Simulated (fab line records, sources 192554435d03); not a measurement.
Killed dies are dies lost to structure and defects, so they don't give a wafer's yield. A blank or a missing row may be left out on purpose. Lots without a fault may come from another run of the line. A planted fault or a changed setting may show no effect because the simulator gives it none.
fab line records | flow n5_finfet
record lots=6 wafers=18 last_day=18
route steps=1938 shown MOL_CONTACT_COAG@550 BEOL_M4@1111 PASSIVATION@1936
lots that met no fault: from a run of the same line without faults
start_h: hours from the record's first day to the start of the lot's first wafer shown | wait_h: hours since the lot's step before | " the same as in the row above | L1.1+2: a row that stands for several wafers | - no value, or no start given | * or withheld: withheld | < > ~ a bound
route shown NAME@n: a module of which the file shows steps, and the number in the route of the first | usual: mean/standard deviation of fault-free wafers | same: alike in all rows | chamber/n: place in a boat | sites: the reading at each site | _std_site: their standard deviation | _edge_site: outer sites' mean less inner sites' | radius_mm: how far each site lies from the wafer's centre | mask NAME#n: copy n | behind: the tool/chamber that last shaped the wafer | hold: why the lot was held/for how many hours/how that ended | device: the transistor (n, p or np) that didn't switch | end of line: the same wafers' tests at the end of the route | a step without rows: its recipe alone | killed: dies lost to structure and defects at the first sort, not the wafer's yield | map: a wafer's dies, x killed, . not, _ none there
set.NAME: the setting as run; set.NAME@STEP: as run at that earlier step | model.NAME: the simulator's own value behind a step, which no gauge read
lots at some steps of the route; a table a step, a row a wafer
services: from which hour (start_h, from the record's first day; less than 0 if before it) a tool's chamber was out of use, for how many hours, and why
## steps
# step N5_MOL_CONTACT_COAG_PRE_CLEAN_142
# recipe gas=H2/He time_s=60 temp_c=300
# usual heater_power_w=482/53
# same time_s=60
# columns lot.wafer tool chamber start_h wait_h heater_power_w
L797.1 pvd_sputter-01 - 96.03 2.3 443
L797.2 " - " " 475
L797.3 " - " " 530
L803.1 pvd_sputter-01 - 136.81 2.6 535
L803.3 " - " " 457
L803.4 " - " " 466
L804.1 pvd_sputter-01 - 141.67 1.2 472
L804.3 " - " " 497
L804.6 " - " " 443
L815.4 pvd_sputter-02 - 202.35 1.6 590
L815.5 " - " " 400
L815.6 " - " " 515
L816.1 pvd_sputter-02 - 209.59 2.1 445
L816.5 " - " " 599
L816.6 " - " " 519
L818.1 pvd_sputter-01 - 232.98 2.8 488
L818.5 " - " " 528
L818.6 " - " " 492
# step N5_MOL_CONTACT_COAG_SPUTTER_130
# recipe material=Co target_thk_a=475 temp_c=25 chamber_pressure_pa=0.5 power_w=3000
# usual throttle_valve_pct=29.6/1.2
# columns lot.wafer tool chamber start_h wait_h throttle_valve_pct
L797.1 pvd_sputter-01 - 96.09 0.0 29.6
L797.2 " - " " 28.2
L797.3 " - " " 31.0
L803.1 pvd_sputter-01 - 136.87 0.0 31.4
L803.3 " - " " 29.5
L803.4 " - " " 28.1
L804.1 pvd_sputter-01 - 141.73 0.0 28.1
L804.3 " - " " 28.4
L804.6 " - " " 29.9
L815.4 pvd_sputter-02 - 202.41 0.0 28.1
L815.5 " - " " 28.7
L815.6 " - " " 31.4
L816.1 pvd_sputter-02 - 209.65 0.0 31.3
L816.5 " - " " 27.9
L816.6 " - " " 31.2
L818.1 pvd_sputter-01 - 233.04 0.0 28.3
L818.5 " - " " 30.9
L818.6 " - " " 28.6
# step N5_MOL_CONTACT_COAG_PRECLEAN_125
# recipe chemistry=DIW time_s=57.5 temp_c=23
# step N5_MOL_CONTACT_COAG_SRD_126
# recipe dry_time_s=32 dry=n2_spin spin_rpm=1500
# step N5_MOL_CONTACT_COAG_CMP_23
# recipe stop_on=SiO2 t_overpolish_s=1.5 post_cmp_clean=cu_alkaline down_force_psi=2 platen_rpm=50.289 pad_velocity_m_s=1.0006 target_thk_nm=0
# usual motor_current_A=7.5/0.89 overpolish_run_s=1.500/0.011 time_to_endpoint_s=10.1/2.5
# columns lot.wafer tool chamber start_h wait_h motor_current_A overpolish_run_s time_to_endpoint_s
L797.2 cmp-02 2 96.31 0.0 7.8 1.515 13.1
L797.3 " 3 " " 7.3 1.508 9.6
L797.1 " 1 " " 8.2 1.507 10.0
L803.4 cmp-03 0 137.05 0.0 7.4 1.496 9.3
L803.1 " 1 " " 8.5 1.502 10.7
L803.3 " 2 " " 5.8 1.514 13.2
L804.1 cmp-03 3 141.91 0.0 8.6 1.497 8.6
L804.3 " 0 " " 7.2 1.510 9.6
L804.6 " 3 " " 8.8 1.507 11.0
L815.4 cmp-04 3 202.67 0.1 8.2 1.495 12.1
L815.5 " 1 " " 7.2 1.504 14.2
L815.6 " 2 " " 6.8 1.503 14.8
L816.1 cmp-04 0 209.91 0.1 7.1 1.511 8.3
L816.6 " 2 " " 7.0 1.499 13.0
L816.5 " 3 " " 8.4 1.520 12.2
L818.1 cmp-03 2 233.22 0.0 6.0 1.510 6.4
L818.5 " 2 " " 5.8 1.492 9.6
L818.6 " 3 " " 8.7 1.497 4.6
# step N5_MOL_CONTACT_COAG_WET_ETCH_26
# recipe target=Co target_depth_nm=13
# step N5_MOL_CONTACT_COAG_WET_ETCH_116
# recipe chemistry=SC1-inhibited target_depth_nm=4.6 dry=ipa_marangoni rinse_time_s=30 rinse_temp_c=23
# step N5_MOL_CONTACT_COAG_ALD_27
# recipe material=SiOC target_thk_a=170 temp_c=400 ald_precursor_family=carbosiloxane ald_co_reactant=H2-plasma pulse_time_s=1.5 time_s=2720 purge_time_s=2 co_reactant_purge_time_s=2 ald_cycles=340 pressure_torr=2
# usual chamber_pressure_Torr=2.000/0.0042 heater_power_w=856/110 precursor_pulse_height_rel=1.001/0.02 susceptor_temp_C=400.01/0.24
# same co_reactant_purge_time_s=2 purge_time_s=2 time_s=2720
# columns lot.wafer tool chamber start_h wait_h chamber_pressure_Torr heater_power_w precursor_pulse_height_rel susceptor_temp_C
L797.1 ald_sin-03 3 97.13 0.0 1.996 762 1.017 400.04
L797.2 " 0 " " 2.002 1020 0.998 400.00
L797.3 " 2 " " 2.003 812 0.994 399.83
L803.1 ald_sin-01 1 137.88 0.0 2.002 828 0.985 399.64
L803.3 " 2 " " 2.001 844 0.973 399.83
L803.4 " 3 " " 2.002 635 1.037 400.22
L804.1 ald_sin-01 3 142.73 0.0 1.997 648 0.975 399.95
L804.3 " 2 " " 2.003 832 1.015 399.86
L804.6 " 3 " " 2.005 653 0.974 399.95
L815.4 ald_sin-03 3 203.41 0.0 2.002 706 1.001 399.76
L815.5 " 3 " " 2.004 716 1.041 399.99
L815.6 " 2 " " 1.997 787 0.996 400.33
L816.1 ald_sin-03 3 210.65 0.0 2.000 715 1.021 400.01
L816.5 " 1 " " 1.996 775 1.020 400.33
L816.6 " 2 " " 2.011 802 1.011 400.08
L818.1 ald_sin-02 1 234.04 0.0 1.999 868 1.000 399.88
L818.5 " 3 " " 1.999 929 1.013 400.16
L818.6 " 2 " " 2.001 883 1.027 400.14
# step N5_MOL_CONTACT_COAG_CMP_28
# recipe stop_on=SiNx t_overpolish_s=0.85 post_cmp_clean=alkaline_brush down_force_psi=4.15 platen_rpm=51.8 pad_velocity_m_s=1.0307 target_thk_nm=14.522
# usual motor_current_A=11.5/1.3 time_to_endpoint_s=5.2/2.4
# columns lot.wafer tool chamber start_h wait_h motor_current_A time_to_endpoint_s
L797.1 cmp-03 2 98.70 0.8 9.3 6.0
L797.2 " 0 " " 10.9 3.6
L797.3 " 1 " " 12.5 1.9
L803.4 cmp-04 3 139.44 0.8 13.4 6.6
L803.3 " 0 " " 11.2 6.8
L803.1 " 2 " " 11.5 11.4
L804.1 cmp-04 3 144.30 0.8 12.9 7.8
L804.3 " 0 " " 11.0 3.9
L804.6 " 3 " " 13.3 7.2
L815.4 cmp-02 3 204.98 0.8 11.8 3.0
L815.6 " 3 " " 11.8 0.5
L815.5 " 0 " " 9.7 6.0
L816.1 cmp-04 0 212.26 0.8 10.9 1.9
L816.5 " 3 " " 13.8 5.2
L816.6 " 0 " " 10.8 4.2
L818.1 cmp-02 2 235.61 0.8 12.7 5.9
L818.6 " 2 " " 12.6 7.0
L818.5 " 3 " " 11.3 3.4
# step N5_MOL_CONTACT_COAG_THK_MEAS_29
# recipe reads=SiNx_of_GATE_CUT_PECVD_57+SiNx_of_GATE_CUT_SAC_CAP_01
# usual MD_CAP_THK=17.89/0.082
# columns lot.wafer tool chamber start_h wait_h MD_CAP_THK[nm]
L797.1 film_metro-02 - 98.99 - 17.89
L797.2 " - " " 17.79
L797.3 " - " " 18.01
L803.1 film_metro-01 - 139.74 - 17.96
L803.3 " - " " 17.81
L803.4 " - " " 17.81
L804.1 film_metro-02 - 144.59 - 17.99
L804.3 " - " " 18.01
L804.6 " - " " 17.87
L815.4 film_metro-01 - 205.27 - 17.90
L815.5 " - " " 17.93
L815.6 " - " " 17.80
L816.1 film_metro-01 - 212.52 - 18.03
L816.5 " - " " 18.04
L816.6 " - " " 17.93
L818.1 film_metro-01 - 235.90 - 17.90
L818.5 " - " " 17.85
L818.6 " - " " 18.07
# step N5_MOL_CONTACT_COAG_ALD_123
# recipe material=SiNx target_thk_a=50 temp_c=400 ald_precursor_family=SiH2I2 ald_co_reactant=N2/H2-plasma pulse_time_s=1 purge_time_s=2 co_reactant_purge_time_s=2 ald_cycles=100 pressure_torr=2
# usual chamber_pressure_Torr=2.000/0.0048 heater_power_w=867/100 precursor_pulse_height_rel=1.000/0.021 susceptor_temp_C=399.99/0.22
# same co_reactant_purge_time_s=2 purge_time_s=2
# columns lot.wafer tool chamber start_h wait_h chamber_pressure_Torr heater_power_w precursor_pulse_height_rel susceptor_temp_C
L797.1 ald_sin-03 1 99.03 0.0 2.002 774 0.980 399.92
L797.2 " 0 " " 1.993 990 1.007 399.74
L797.3 " 2 " " 1.994 826 0.999 399.75
L803.1 ald_sin-02 0 139.78 0.0 1.996 1227 1.029 431.77
L803.3 " 3 " " 2.011 1134 0.962 431.94
L803.4 " 1 " " 1.997 1028 1.003 431.86
L804.1 ald_sin-02 2 144.63 0.0 2.003 1087 1.004 431.87
L804.3 " 1 " " 2.001 1036 1.058 431.20
L804.6 " 2 " " 2.003 1093 0.983 431.61
L815.4 ald_sin-03 1 205.31 0.0 2.002 788 1.004 399.92
L815.5 " 0 " " 2.000 999 1.002 400.06
L815.6 " 3 " " 2.000 744 0.985 400.07
L816.1 ald_sin-03 0 212.56 0.0 2.003 1006 0.994 399.79
L816.5 " 2 " " 1.999 775 0.978 400.17
L816.6 " 1 " " 2.000 782 0.978 400.01
L818.1 ald_sin-02 0 236.27 0.4 2.005 1013 0.991 400.11
L818.5 " 1 " " 1.996 860 0.996 400.10
L818.6 " 2 " " 2.003 890 1.048 399.73
# step N5_MOL_CONTACT_COAG_PECVD_31
# recipe material=SiO2 target_thk_a=460 temp_c=400 precursor=TEOS/O2 pressure_torr=6.5 rf_w=withheld teos_flow_sccm=withheld gas=O2 flow_sccm=2650 time_s=8.9
# step N5_BEOL_M4_RC_MEAS_101
# usual DIBL_N=36.0/1.9 DIBL_P=36.0/2.1 IOFF_N=0.155/0.029 IOFF_P=0.20/0.032 ION_N=672/11 ION_P=461/6.9 SS_N=71.5/0.58 SS_P=73.2/0.64 VT_N=250.4/2.9 VT_P=-251.0/2.8
# columns lot.wafer tool chamber start_h wait_h DIBL_N[mV/V] DIBL_P[mV/V] IOFF_N[nA/um] IOFF_P[nA/um] ION_N[uA/um] ION_P[uA/um] SS_N[mV/dec] SS_P[mV/dec] VT_N[mV] VT_P[mV]
L797.1 prober-02 0 179.89 0.0 35.1 34.2 0.126 0.16 654 438 71.7 72.7 255.4 -258.2
L797.2 " 0 " " 34.4 34.5 0.125 0.15 663 452 70.8 72.5 252.5 -258.4
L797.3 " 0 " " 34.0 34.4 0.124 0.16 672 456 71.2 72.5 251.0 -254.6
L803.1 prober-01 0 220.92 0.0 37.8 36.4 0.168 0.19 679 460 71.7 73.3 248.7 -252.0
L803.3 " 0 " " 36.2 34.2 0.133 0.16 669 448 71.5 72.6 255.7 -254.7
L803.4 " 0 " " 35.9 33.9 0.140 0.16 670 459 71.5 72.9 249.4 -253.7
L804.1 prober-02 0 223.57 0.0 36.7 36.2 0.149 0.20 658 445 71.3 73.5 252.6 -255.1
L804.3 " 0 " " 36.3 37.0 0.159 0.22 677 468 71.9 73.6 248.2 -252.4
L804.6 " 0 " " 37.1 36.8 0.163 0.22 663 452 72.2 73.4 250.4 -251.5
L815.4 prober-02 0 284.41 0.5 38.2 40.0 0.201 0.27 676 464 71.9 74.5 245.8 -249.1
L815.5 " 0 " " 35.0 36.1 0.141 0.20 674 467 71.2 73.0 250.2 -248.6
L815.6 " 0 " " 39.1 39.4 0.211 0.25 679 462 72.5 74.7 246.1 -246.8
L816.1 prober-02 0 288.05 0.0 35.9 37.5 0.160 0.22 675 470 72.3 73.6 250.3 -247.6
L816.5 " 0 " " 32.6 33.5 0.113 0.17 661 468 70.2 72.8 253.6 -252.7
L816.6 " 0 " " 33.1 33.1 0.117 0.17 650 450 71.0 72.5 253.9 -252.3
L818.1 prober-02 0 311.89 0.0 34.8 34.8 0.151 0.21 676 463 71.3 72.6 251.0 -250.0
L818.5 " 0 " " 33.5 33.6 0.134 0.19 677 468 71.2 72.5 252.4 -247.9
L818.6 " 0 " " 33.5 33.8 0.130 0.18 673 463 71.0 71.8 253.3 -252.4
# step N5_PASSIVATION_PROBE_49
# usual defect_limited_yield=91.0/1.5 killed_at_M0_to_M3=33/9.4 killed_at_M4_up=14/4.8 killed_at_contacts=13/7.3 killed_at_front_end=43/13 killed_at_other=3.6/2.9 killed_dies=106/18 killed_open=69/13 killed_short=35/8.2 sort_bin_5_function=5.3/1 sort_bin_6_memory=3.3/0.68 sort_bin_8_speed=0.01/0.027 sort_n_pass=1074/18 sort_yield_pct=91.0/1.5
# same gross_dies=1180 killed_at_back_side=0 sort_bin_4_leakage[%]=0
# columns lot.wafer tool chamber start_h wait_h defect_limited_yield[%] killed_at_M0_to_M3 killed_at_M4_up killed_at_contacts killed_at_front_end killed_at_other killed_dies killed_open killed_short sort_bin_5_function[%] sort_bin_6_memory[%] sort_bin_8_speed[%] sort_n_pass sort_yield_pct[%]
L803.1 prober-02 - 329.31 0.0 92.4 30 10 8 39 3 90 61 27 5.1 2.3 0 1090 92.4
L803.3 prober-02 - 329.41 0.1 91.1 22 10 13 56 4 105 67 38 5.6 3.1 0 1075 91.1
L803.4 prober-02 - 329.46 0.2 90.1 24 8 16 66 3 117 66 49 6.3 3.3 0 1063 90.1
L804.1 prober-02 - 343.10 0.0 91.5 35 10 11 38 6 100 60 40 4.8 3.5 0 1080 91.5
L804.3 prober-02 - 343.20 0.1 88.1 48 6 21 52 13 140 83 52 6.4 4.7 0 1040 88.1
L804.6 prober-02 - 343.35 0.3 91.9 30 14 14 30 7 95 59 29 4.3 2.9 0 1085 91.9
# killed by level:class
L803.1 FIN_SAQP:geometric_particle:open=14 BEOL_M3:geometric_particle:open=7 DUMMY_GATE:geometric_particle:open=6 BEOL_M0_SAQP:geometric_particle:short=6 STI_FIN_REVEAL:geometric_particle:open=5 MOL_CONTACT_COAG:geometric_particle:open=5 BEOL_M1:geometric_particle:open=5 BEOL_M0_SAQP:geometric_particle:open=4
L803.3 FIN_SAQP:geometric_particle:open=14 MOL_CONTACT_COAG:geometric_particle:open=9 ILD0:geometric_particle:short=7 BEOL_M2:geometric_particle:open=6 STARTING-WAFER:geometric_particle:open=6 FIN_SAQP:geometric_particle:short=5 STI_FIN_REVEAL:geometric_particle:open=5 DUMMY_GATE:geometric_particle:open=4
L803.4 FIN_SAQP:geometric_particle:short=18 FIN_SAQP:geometric_particle:open=12 BEOL_M1:geometric_particle:open=11 MOL_CONTACT_COAG:geometric_particle:open=10 GATE_CUT:geometric_particle:short=8 GATE_CUT:geometric_particle:open=6 DUMMY_GATE:geometric_particle:open=6 MOL_CONTACT_COAG:geometric_particle:short=6
L804.1 GATE_CUT:geometric_particle:short=10 MOL_CONTACT_COAG:geometric_particle:open=9 FIN_SAQP:geometric_particle:short=8 BEOL_M0_SAQP:geometric_particle:open=8 STI_FIN_REVEAL:geometric_particle:open=7 BEOL_M1:geometric_particle:open=7 BEOL_M0_SAQP:geometric_particle:short=7 BEOL_M4:geometric_particle:open=6
L804.3 STI_FIN_REVEAL:geometric_particle:open=17 MOL_CONTACT_COAG:geometric_particle:open=16 FIN_SAQP:geometric_particle:short=10 BEOL_M0_SAQP:geometric_particle:open=10 BEOL_M0:geometric_particle:short=10 BEOL_M0_SAQP:geometric_particle:short=9 BEOL_M1:geometric_particle:open=8 FIN_SAQP:geometric_particle:open=7
L804.6 MOL_CONTACT_COAG:geometric_particle:open=13 BEOL_M0_SAQP:geometric_particle:short=7 BEOL_M3:geometric_particle:open=7 HKMG_FIN:area_etch=7 FIN_SAQP:geometric_particle:open=5 BEOL_M1:geometric_particle:open=5 BEOL_M0:geometric_particle:short=4 BEOL_M5:geometric_particle:open=4
## services
# columns tool chamber start_h hours kind
cmp-04 - 76.95 21.0 repair
cmp-03 - 77.03 10.4 pm
pvd_sputter-02 - 85.31 2.8 repair
cmp-04 - 97.98 3.6 pm
ald_sin-02 3 121.55 17.2 repair
cmp-03 - 128.46 4.0 pm
ald_sin-02 - 130.27 0.4 repair
cmp-03 - 132.46 - consumable_replace:conditioner
ald_sin-03 - 166.93 1.7 repair
cmp-02 - 172.72 1.7 repair
ald_sin-03 - 178.05 14.0 pm
ald_sin-03 0 178.05 14.0 vent_cycle
ald_sin-03 1 178.05 14.0 vent_cycle
ald_sin-03 2 178.05 14.0 vent_cycle
ald_sin-03 3 178.05 14.0 vent_cycle
cmp-03 - 189.88 1.2 repair
ald_sin-03 0 192.05 - clean
ald_sin-03 1 192.05 - clean
ald_sin-03 2 192.05 - clean
ald_sin-03 3 192.05 - clean
cmp-04 - 197.34 4.2 repair
cmp-03 - 199.47 10.9 pm
cmp-03 - 217.35 4.0 repair
cmp-03 - 227.05 4.2 repair
## key
first_sign step=N5_MOL_CONTACT_COAG_ALD_123 reading=susceptor_temp_C direction=up sigmas=99+ usual=* struck=*
effect step=N5_MOL_CONTACT_COAG_ALD_123 reading=heater_power_w direction=up sigmas=2.3 usual=* struck=* wafers_moved=2
met_at N5_MOL_CONTACT_COAG_ALD_123
struck_wafers L803.1,L803.3,L803.4,L804.1,L804.3,L804.6
fault kind=process_parameter_drift tool=ald_sin-02 chamber=- onset_h=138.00 steps=N5_MOL_CONTACT_COAG_ALD_123 channel=temp_c offset=* shape=step end_h=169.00 acts_in=* stated=*
